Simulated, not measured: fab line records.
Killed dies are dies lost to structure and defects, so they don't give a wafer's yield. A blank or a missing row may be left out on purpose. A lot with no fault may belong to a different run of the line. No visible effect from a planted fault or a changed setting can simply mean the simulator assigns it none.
A single fault, viewed from 2 desks / flow n5Finfet / what lay behind the numbers comes last; until then each desk has only its own

== AT THE METROLOGY DESK ==
What the gauges read for every lot (on any tool): the sampled wafers with a number, averaged. Marked OUT: a lot whose mean sits more than 4 standard deviations from the usual mean, which makes it out of limits; the brackets give that distance. It has 11 readings; the 7 that lie furthest out on some lot are the ones shown.
Columns: A = M0_RS at N5_BEOL_M0_RS_MEAS_126, usual 0.537 ohm/sq; B = DIBL_N at N5_BEOL_M4_RC_MEAS_101, usual 36.2 mV/V; C = DIBL_P at N5_BEOL_M4_RC_MEAS_101, usual 36.2 mV/V; D = IOFF_N at N5_BEOL_M4_RC_MEAS_101, usual 0.16 nA/um; E = IOFF_P at N5_BEOL_M4_RC_MEAS_101, usual 0.21 nA/um; F = SS_P at N5_BEOL_M4_RC_MEAS_101, usual 73.2 mV/dec; G = VT_N at N5_BEOL_M4_RC_MEAS_101, usual 250 mV
lot=L317; first seen here=day 7 03:23; A=0.566; B=40.4; C=40.5; D=0.25; E=0.32; F=74.6; G=243
lot=L319; first seen here=day 7 20:56; A=0.591; B=37.0; C=37.4; D=0.18; E=0.24; F=72.9; G=248
lot=L320; first seen here=day 8 02:37; A=0.541; B=36.2; C=35.8; D=0.15; E=0.23; F=72.8; G=252
lot=L329; first seen here=day 10 03:34; A=0.547; B=36.2; C=36.0; D=0.16; E=0.22; F=73.1; G=250
lot=L330; first seen here=day 10 10:50; A=0.544; B=32.4; C=31.7; D=0.10; E=0.14; F=72.3; G=257
lot=L332; first seen here=day 10 23:25; A=0.541; B=35.4; C=36.0; D=0.14; E=0.19; F=73.3; G=252
lot=L333; first seen here=day 11 00:17; A=0.536; B=37.0; C=35.4; D=0.14; E=0.22; F=72.8; G=250
lot=L334; first seen here=day 11 18:05; A=0.566; B=36.4; C=35.9; D=0.15; E=0.21; F=72.7; G=251
Result from this desk: across the 8 lots, nothing is out of limits.

== THE TOOL OWNER'S DESK: pecvd-03 ==
The tool's own readings at N5_BEOL_M0_SAQP_PECVD_00 (deposits SiCN from 3MS/NH3, target thk 8 nm, time 14 s): means of the sampled wafers that have a number, for each lot that ran on this tool. Marked OUT: a lot whose mean sits more than 4 standard deviations from the usual mean, which makes it out of limits; the brackets give that distance.
Columns: A = chamberPressureTorr at N5_BEOL_M0_SAQP_PECVD_00, usual 2.999 Torr; B = showerheadPlenumPTorr at N5_BEOL_M0_SAQP_PECVD_00, usual 3.664 Torr; C = throttleValvePct at N5_BEOL_M0_SAQP_PECVD_00, usual 9.2 %
lot=L317; first seen here=day 6 16:20; A=3.002; B=3.648; C=9.4
lot=L319; first seen here=day 7 07:27; A=2.997; B=3.659; C=9.2
lot=L329; first seen here=day 9 15:17; A=2.991; B=3.667; C=9.5
lot=L330; first seen here=day 9 23:34; A=3.002; B=3.649; C=9.5
lot=L332; first seen here=day 10 09:29; A=2.999; B=3.653; C=9.4
lot=L333; first seen here=day 10 12:53; A=2.994; B=3.650; C=9.4
lot=L334; first seen here=day 10 23:18; A=3.001; B=3.661; C=9.4
Result from this desk: across the 7 lots, nothing is out of limits.

== PUT TOGETHER ==
Metrology desk: nothing out of limits seen.
Nothing out of limits was seen by the tool owner's desk.

== WHAT THE SIMULATOR PUT IN ==
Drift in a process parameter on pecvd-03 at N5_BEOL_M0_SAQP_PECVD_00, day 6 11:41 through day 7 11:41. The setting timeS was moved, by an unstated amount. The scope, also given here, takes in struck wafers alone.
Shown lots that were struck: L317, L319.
